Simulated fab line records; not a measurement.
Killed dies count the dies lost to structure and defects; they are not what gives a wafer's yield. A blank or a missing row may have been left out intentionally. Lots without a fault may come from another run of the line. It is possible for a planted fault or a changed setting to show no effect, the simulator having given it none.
Which tool was responsible? + flow n5-finfet + 36 wafers from 12 lots sampled at 4 of the route's 1938 steps

WHAT THE GAUGES SHOWED, per wafer
N5_GATE_CUT_INSPECT_26: inspects for defects (darkfield).
| lot  | measured     | on                | raw-defect-count |
|------|--------------|-------------------|------------------|
| L075 | day 4 23:29  | defect-inspect-01 | 56 37 49         |
| L078 | day 5 15:26  | defect-inspect-01 | 52 35 36         |
| L080 | day 6 02:58  | defect-inspect-02 | 47 43 45         |
| L082 | day 6 18:37  | defect-inspect-01 | 33 55 59         |
| L084 | day 7 05:29  | defect-inspect-02 | 41 40 42         |
| L086 | day 7 14:43  | defect-inspect-01 | 48 40 67         |
| L088 | day 8 01:50  | defect-inspect-01 | 34 15 30         |
| L090 | day 8 16:43  | defect-inspect-02 | 51 26 24         |
| L092 | day 9 02:38  | defect-inspect-02 | 26 35 35         |
| L076 | day 9 14:49  | defect-inspect-01 | 67 51 56         |
| L095 | day 10 04:58 | defect-inspect-02 | 28 34 47         |
| L096 | day 10 11:18 | defect-inspect-02 | 34 35 17         |

WHAT TOOL EACH LOT RAN ON (gives the tool, then ch and the chambers of the sampled wafers, and finally the start)
| lot  | N5_HKMG_FIN_STRIP_93              | N5_HKMG_FIN_STRIP_88                 | N5_GATE_CUT_ETCH_37                |
|------|-----------------------------------|--------------------------------------|------------------------------------|
| L075 | rie-diel-01 ch 0,1, day 4 08:25   | plasma-asher-02 ch 1, day 4 12:44    | rie-diel-05 ch 0,1,3, day 4 19:49  |
| L078 | rie-diel-03 ch 0,2,3, day 5 00:37 | plasma-asher-02 ch 0,1, day 5 04:50  | rie-diel-05 ch 0,1,3, day 5 12:02  |
| L080 | rie-diel-06 ch 0,1,2, day 5 12:32 | plasma-asher-02 ch 0,1, day 5 16:53  | rie-diel-04 ch 0,1,3, day 5 23:40  |
| L082 | rie-diel-03 ch 0,1,2, day 6 03:28 | plasma-asher-02 ch 0,1, day 6 07:56  | rie-diel-04 ch 0,1, day 6 14:41    |
| L084 | rie-diel-01 ch 0,1,2, day 6 14:10 | plasma-asher-02 ch 0, day 6 18:31    | rie-diel-05 ch 1,2, day 7 01:32    |
| L086 | rie-diel-03 ch 1,2,3, day 6 23:15 | plasma-asher-01 ch 0,1, day 7 03:34  | rie-diel-04 ch 0,1,3, day 7 11:24  |
| L088 | rie-diel-01 ch 0,1,2, day 7 10:38 | plasma-asher-01 ch 0,1, day 7 15:16  | rie-diel-04 ch 0,1,3, day 7 22:17  |
| L090 | rie-diel-03 ch 1,2, day 8 01:02   | plasma-asher-02 ch 0,1, day 8 05:28  | rie-diel-04 ch 0,2,3, day 8 12:20  |
| L092 | rie-diel-06 ch 1,3, day 8 11:26   | plasma-asher-02 ch 0,1, day 8 16:07  | rie-diel-02 ch 1,2, day 8 23:05    |
| L076 | rie-diel-01 ch 0,2,3, day 8 23:18 | plasma-asher-02 ch 0,1, day 9 03:40  | rie-diel-04 ch 1,2,3, day 9 10:56  |
| L095 | rie-diel-06 ch 0,1,2, day 9 14:26 | plasma-asher-01 ch 0,1, day 9 18:38  | rie-diel-04 ch 0,2, day 10 01:35   |
| L096 | rie-diel-03 ch 1,2,3, day 9 19:52 | plasma-asher-02 ch 0,1, day 10 00:41 | rie-diel-02 ch 0,1,2, day 10 08:01 |
- N5_HKMG_FIN_STRIP_93: strips SOC in N2/H2, time 20 s.
- N5_HKMG_FIN_STRIP_88: strips in N2/H2, time 360 s.
- N5_GATE_CUT_ETCH_37: etches SOC in N2/H2, target depth 60 nm, overetch 12 nm, time 90 s.

THE ANSWER, worked out from the rows above alone
Rule: the usual values come from the lots themselves. Put in order of their means at a reading, lots are off if they are a third of the lots or fewer, leave a main group of 4 or more, and stand apart from it by a gap of 3 or more times the standard deviation of the main group's means; of several such gaps the widest counts. Not used: any main group whose means are identical at the precision the tables above print for the reading. Also off: a lot with no number at a reading for which 4 or more lots have one. The other lots that the step has rows for count as sound.
None of the lots is off at any reading shown; this tells nothing.

WHAT WAS PUT IN BY THE SIMULATOR
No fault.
